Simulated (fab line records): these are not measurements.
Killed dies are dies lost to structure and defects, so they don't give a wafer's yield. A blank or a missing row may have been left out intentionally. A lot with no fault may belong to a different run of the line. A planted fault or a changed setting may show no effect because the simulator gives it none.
Struck lot and sound lot, side by side :: flow n5 finfet :: 44 steps out of a route of 1938
Sound: these wafers, L359.2, L359.3, L359.6. Struck: wafer L376.2; the same lot's L376.5 was not struck, so it is left out; see the end for the cause.
Per side, at each step with rows, come the tool, then ch with its chambers, and then its first start. Under that, the readings that differ: sound wafers :: struck wafers :: difference of the means :: sigmas: that difference in standard deviations of wafers without a fault.
alike: a reading whose means differ by less than 2 such deviations, as well as words and numbers matching on both sides. not compared: withheld readings; readings where some wafer has no value; bounds like >300 that might hide an equal value; numbers whose values overlap and for which the record gives no deviation.
A row with sigmas, a row that says differs or no value, or rows on one side alone: a step with any of these is where the two part. When numbers do not overlap yet have no deviation, they are printed without sigmas and do not part them. A reading that every wafer of one side lacks parts them only if that side has two wafers or more.

first, 1 step without rows for these wafers: N5_BEOL_M10_ALD_74 (deposits TaN, target thk 2 nm, pulse time 2 s, purge time 3 s).
N5_BEOL_M10_SURFACE_TREAT_76:
  sound: pvd sputter-01 at day 10 04:53; struck: pvd sputter-01 at day 14 09:18
  not compared: pressure mtorr, throttle valve pct
then, 5 steps without rows for these wafers: N5_BEOL_M10_CVD_75 (deposits Co from CCTBA/H2, target thk 2 nm, time 138.9 s); N5_BEOL_M10_SPUTTER_48 (material Cu, target thk 12 nm, time 2 s); N5_BEOL_M10_ECD_50 (material Cu, target thk 318 nm); N5_BEOL_M10_ANNEAL_51 (time 90 s); N5_BEOL_M10_CMP_52 (polishes, stops on SiCOH lowk, t overpolish 7 s, target thk 140 nm).
N5_BEOL_M10_THK_MEAS_53: measures by xrf.
  sound: film metro-01 at day 10 05:54; struck: film metro-02 at day 14 10:30
  alike: M10_THK
then, 2 steps without rows for these wafers: N5_BEOL_M10_PRE_CLEAN_55 (time 15 s); N5_BEOL_M10_DEP_56 (deposits SiCN from 3MS/NH3, target thk 15 nm, time 26.5 s).
N5_BEOL_M10_RS_MEAS_57: uses a four-point probe to measure.
  sound: film metro-02 at day 10 06:04; struck: film metro-02 at day 14 10:38
  alike: M10_RS
N5_BEOL_M10_INSPECT_58: inspects for defects (darkfield).
  sound: defect inspect-02 at day 10 06:06; struck: defect inspect-01 at day 14 10:40
  alike: raw defect count
N5_BEOL_M11_ILD_DEP_00: deposits SiCOH lowk from DEMS/porogen, target thk 308.51 nm, time 58 s.
  sound on pecvd-01 ch 0,1, day 10 06:08; struck on pecvd-01 ch 1, day 14 10:42
reading: model.SiCOH_lowk_of_BEOL_M11_ILD_DEP_00.thk nm (nm)
sound: 307.4 303.2 306.2
struck: 283.4
difference: -22.2
sigmas: 
  alike: chamber pressure Torr, heater power w, showerhead plenum p Torr, throttle valve pct
N5_BEOL_M11_CURE_71: cures SiCOH lowk, time 240 s.
  sound on uv cure-03 ch 0, day 10 06:17; struck on uv cure-02 ch 2, day 14 10:52
  alike: lamp power pct, wafer_temp_C_max
N5_BEOL_M11_THK_MEAS_01:
  sound: film metro-02 at day 10 06:44; struck: film metro-01 at day 14 11:17
reading: M11_ILD_THK (nm)
sound: 267 263 266
struck: 246
difference: -19
sigmas: -6
then, 1 step without rows for these wafers: N5_BEOL_M11_PECVD_70 (deposits SiO2 from TEOS/O2, target thk 20 nm, time 22.7 s).
N5_BEOL_M11_HM_DEP_02: deposits TiN, target thk 20 nm.
  sound: pvd sputter-03 at day 10 06:49; struck: pvd sputter-03 at day 14 13:22
  alike: throttle valve pct
then, 8 steps without rows for these wafers: N5_BEOL_M11_COAT_59 (time 60 s, resist thk 100 nm); N5_BEOL_M11_COAT_60 (time 60 s, resist thk 30 nm); N5_BEOL_M11_COAT_05 (resist thk 90 nm); N5_BEOL_M11_EBR_07; N5_BEOL_M11_SOFTBAKE_06 (time 60 s); N5_BEOL_M11_EXPOSE_08 (exposes mask M11); N5_BEOL_M11_PEB_09 (peb time 60 s); N5_BEOL_M11_DEVELOP_10 (develop time 30 s).
N5_BEOL_M11_CD_MEAS_11: the cd target is 64.1 nm.
  sound on cd sem-03 ch 0, day 10 07:12; struck on cd sem-03 ch 0, day 14 13:53
  alike: cd nm
N5_BEOL_M11_OVL_MEAS_12:
  sound on overlay-02 ch 0, day 10 07:13; struck on overlay-02 ch 0, day 14 13:55
  alike: M11_OVL
N5_BEOL_M11_INSPECT_13: inspects for defects (brightfield).
  sound: defect inspect-02 at day 10 07:15; struck: defect inspect-01 at day 14 13:56
  alike: raw defect count
then, 2 steps without rows for these wafers: N5_BEOL_M11_DESCUM_16 (chemistry O2, time 7.9 s); N5_BEOL_M11_ETCH_61 (etches SiARC in CF4, target depth 39 nm, time 65 s).
N5_BEOL_M11_ETCH_62: etches SOC in N2/H2, target depth 110 nm, overetch 22 nm, time 165 s.
  sound on rie diel-03 ch 0,1,2, day 10 07:22; struck on rie diel-03 ch 3, day 14 14:35
  alike: drypump motor current A, oes product au, rf vpp V, showerhead plenum p Torr, throttle valve pct
  not compared: rf hours counter h
then, 3 steps without rows for these wafers: N5_BEOL_M11_STRIP_68 (strips in N2/H2); N5_BEOL_M11_STRIP_67 (strips in CF4); N5_BEOL_M11_HM_OPEN_17 (chemistry Cl2/BCl3, target TiN, target depth 20 nm, overetch 6 nm).
N5_BEOL_M11_STRIP_19: strips in O2.
  sound on rie diel-01 ch 1,3, day 10 07:40; struck on rie diel-01 ch 3, day 14 15:03
  alike: drypump motor current A, oes product au, rf vpp V, showerhead plenum p Torr, throttle valve pct
  not compared: rf hours counter h
N5_BEOL_M11_CD_MEAS_18: pitch 140 nm, target cd 70 nm.
  sound: cd sem-01 at day 10 07:44; struck: cd sem-02 at day 14 15:08
  alike: cd nm
then, 6 steps without rows for these wafers: N5_BEOL_M11_COAT_63 (time 60 s, resist thk 100 nm); N5_BEOL_M11_COAT_64 (time 60 s, resist thk 30 nm); N5_BEOL_M11_COAT_22 (resist thk 90 nm); N5_BEOL_M11_EBR_24; N5_BEOL_M11_SOFTBAKE_23 (time 60 s); N5_BEOL_M11_EXPOSE_25 (exposes mask V10).
N5_BEOL_M11_CMP_52: polishes, stops on SiCOH lowk, t overpolish 7 s, target thk 140 nm.
  sound on cmp-04 ch 0,1,3, day 10 11:32; struck on cmp-04 ch 0, day 14 18:20
reading: model.SiCOH_lowk_of_BEOL_M11_ILD_DEP_00.thk nm (nm)
sound: 264 260.4 263
struck: 242.8
difference: -19.7
sigmas: 
  alike: motor current A
  not compared: pad life wafers
after that, 1 step had no rows for these wafers: N5_PASSIVATION_PROBE_49.

## WHERE THEY PART
N5_BEOL_M11_THK_MEAS_01 only, going by this record. Later steps at which nothing parts them and some readings are alike: N5_BEOL_M11_HM_DEP_02, N5_BEOL_M11_CD_MEAS_11, N5_BEOL_M11_OVL_MEAS_12, N5_BEOL_M11_INSPECT_13, N5_BEOL_M11_ETCH_62, N5_BEOL_M11_STRIP_19, N5_BEOL_M11_CD_MEAS_18, N5_BEOL_M11_CMP_52.

WHY: what the simulator had put in
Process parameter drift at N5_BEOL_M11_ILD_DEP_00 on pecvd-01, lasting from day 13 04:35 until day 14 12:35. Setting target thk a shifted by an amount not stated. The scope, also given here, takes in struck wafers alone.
